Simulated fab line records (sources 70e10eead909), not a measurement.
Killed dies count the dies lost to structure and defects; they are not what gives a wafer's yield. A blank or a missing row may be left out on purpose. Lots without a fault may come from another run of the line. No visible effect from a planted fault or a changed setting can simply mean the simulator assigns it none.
A lot that was struck, set against a sound lot	flow nand harc	41 out of 1159 route steps
Sound: these wafers, L521.1, L521.3, L521.6. Struck: wafer L522.6. (L522.2, L522.5 of the same lot were not struck and are left out.) The cause comes at the end.
At each step with rows: each side's tool, then ch and its chambers, then its first start. Under that, the readings that differ: sound wafers	struck wafers	difference of the means	sigmas: that difference in standard deviations of wafers without a fault.
alike: readings whose means differ by less than 2 such deviations, and words and numbers that are the same on both sides. not compared: withheld readings, readings that some wafer has no value for, bounds like >300 that may hide the same value, and numbers for which the record gives no deviation and whose values overlap.
The two part at a step that has a row with sigmas, a row that says differs or no value, or rows on one side only. Numbers that don't overlap but have no deviation are shown without sigmas and don't part them. Lack of a reading on every wafer of one side parts them only where that side has two or more wafers.

first, 1 step without rows for these wafers: NHARC_A_M1_DEVELOP_08 (develop time 35 s).
NHARC_A_M1_CD_MEAS_09: the cd target is 120 nm.
  sound on cd sem-01 ch 0, day 18 23:15; struck on cd sem-01 ch 0, day 20 04:32
  alike: cd nm
NHARC_A_M1_OVL_MEAS_10: pitch 240 nm.
  sound: overlay-01 at day 18 23:20; struck: overlay-01 at day 20 04:37
reading	sound	struck	difference	sigmas
overlay y nm (nm)	1.0 1.3 0.6	-1.4	-2.4	-3
  alike: overlay x nm
NHARC_A_M1_INSPECT_11:
  sound: defect inspect-01 at day 18 23:23; struck: defect inspect-02 at day 20 04:40
  alike: raw defect count
then, 1 step without rows for these wafers: NHARC_A_M1_DESCUM_14 (chemistry O2, time 3 s).
NHARC_A_M1_ETCH_35: etches the open film in N2/H2, target depth 40 nm, overetch 12 nm, time 43.94 s.
  sound on rie diel-08 ch 0,1, day 18 23:32; struck on rie diel-08 ch 0, day 20 04:49
  alike: chamber pressure mTorr, drypump motor current A, oes product au, rf vpp V, showerhead plenum p Torr, throttle valve pct
  not compared: rf hours counter h
then, 1 step without rows for these wafers: NHARC_A_M1_ETCH_15 (etches the open film in C4F8/Ar, target depth 182.5 nm, time 91.2 s).
NHARC_A_M1_CD_MEAS_16:
  sound: cd sem-03 at day 18 23:44; struck: cd sem-02 at day 20 05:02
  alike: cd nm
then, 3 steps without rows for these wafers: NHARC_A_M1_STRIP_18 (strips in N2/H2); NHARC_A_M1_ETCH_28 (etches the open film in CF4/N2, target depth 30 nm, time 72.99 s); NHARC_A_M1_STRIP_19 (strips in post etch residue remover, time 600 s).
NHARC_A_M1_DEGAS_29: time 60 s.
  sound: pvd sputter-02 at day 19 00:32; struck: pvd sputter-01 at day 20 05:46
  alike: heater power w
NHARC_A_M1_PRE_CLEAN_30: time 30 s.
  sound: pvd sputter-02 at day 19 00:35; struck: pvd sputter-01 at day 20 05:47
reading	sound	struck	difference	sigmas
heater power w (W)	453 368 361	504	+110	+2
NHARC_A_M1_PVD_20: deposits TaN, target thk 5 nm, time 8.06 s.
  sound on pvd sputter-02; struck on pvd sputter-01
  alike: throttle valve pct
then, 4 steps without rows for these wafers: NHARC_A_M1_PVD_21 (deposits Cu, target thk 30 nm, time 20.49 s); NHARC_A_M1_ECD_22 (material Cu, target thk 400 nm); NHARC_A_M1_ANNEAL_31 (time 90 s); NHARC_A_M1_CMP_23 (polishes, t overpolish 20 s, target thk 154.34 nm).
NHARC_A_M1_THK_MEAS_24: measures by xrf.
  sound: film metro-01 at day 19 01:55; struck: film metro-01 at day 20 07:10
  alike: thk nm
then, 1 step without rows for these wafers: NHARC_A_M1_SRD_25.
NHARC_A_M1_PRE_CLEAN_32: time 12 s.
  sound on pecvd-02 ch 0,2, day 19 02:08; struck on pecvd-02 ch 2, day 20 07:26
  alike: heater power w
then, 2 steps without rows for these wafers: NHARC_A_M1_DEP_33 (deposits SiCN, target thk 30 nm); NHARC_A_BONDPAD_DEP_00 (deposits SiCN, target thk 250 nm).
NHARC_A_BONDPAD_CMP_29: polishes SiCN, target thk 200 nm.
  sound on cmp-04 ch 0,1,3, day 19 03:13; struck on cmp-02 ch 3, day 20 08:29
  alike: motor current A
NHARC_A_BONDPAD_THK_MEAS_30: measures by ellipsometry.
  sound: film metro-01 at day 19 03:26; struck: film metro-01 at day 20 08:44
  alike: thk nm
then, 10 steps without rows for these wafers: NHARC_A_BONDPAD_SRD_31; NHARC_A_BONDPAD_DEHYDRATE_01 (time 120 s); NHARC_A_BONDPAD_HMDS_02 (time 30 s); NHARC_A_BONDPAD_COAT_33 (time 65 s); NHARC_A_BONDPAD_COAT_03 (resist thk 600 nm); NHARC_A_BONDPAD_SOFTBAKE_04 (time 70 s); NHARC_A_BONDPAD_EBR_05; NHARC_A_BONDPAD_EXPOSE_06 (exposes mask A BPAD); NHARC_A_BONDPAD_PEB_07 (peb time 80 s); NHARC_A_BONDPAD_DEVELOP_08 (time 50 s).
NHARC_A_BONDPAD_CD_MEAS_09: the cd target is 500 nm.
  sound on cd sem-02 ch 0, day 19 04:01; struck on cd sem-02 ch 0, day 20 09:17
  alike: cd nm
NHARC_A_BONDPAD_OVL_MEAS_35:
  sound: overlay-01 at day 19 04:06; struck: overlay-01 at day 20 09:23
  alike: overlay x nm, overlay y nm
then, 3 steps without rows for these wafers: NHARC_A_BONDPAD_HARDBAKE_10 (time 65 s); NHARC_A_BONDPAD_DESCUM_11 (chemistry O2, time 3 s); NHARC_A_BONDPAD_ETCH_34 (etches the open film in N2/H2, target depth 60 nm, overetch 18 nm, time 65.91 s).
NHARC_END_SORT_01:
  sound on prober-02 ch 0, day 21 00:20; struck on prober-02 ch 0, day 21 20:49
reading	sound	struck	difference	sigmas
defect limited yield (%)	98.1 98.1 97.5	90.7	-7.2	-6
killed at array	9 9 16	54	+43	+5
killed at periphery	4 4 1	9	+6	+3
killed dies	13 13 17	63	+49	+5
sort_bin_2_pct (%)	0.6 0.4 0.6	4.0	+3.5	+6
sort_bin_3_pct (%)	0 0.15 0.15	1.48	+1.38	+7
sort_bin_4_pct (%)	1.3 1.3 1.8	3.8	+2.3	+3
sort n pass	664 664 660	614	-49	-5
sort rim yield pct (%)	99 100 100	78	-22	-7
sort yield pct (%)	98.1 98.1 97.5	90.7	-7.2	-6
  alike: killed at other, killed open, killed short

WHERE THEY PART
First at NHARC_A_M1_OVL_MEAS_10; last, within this record, at NHARC_END_SORT_01.

WHY: the cause the simulator had injected
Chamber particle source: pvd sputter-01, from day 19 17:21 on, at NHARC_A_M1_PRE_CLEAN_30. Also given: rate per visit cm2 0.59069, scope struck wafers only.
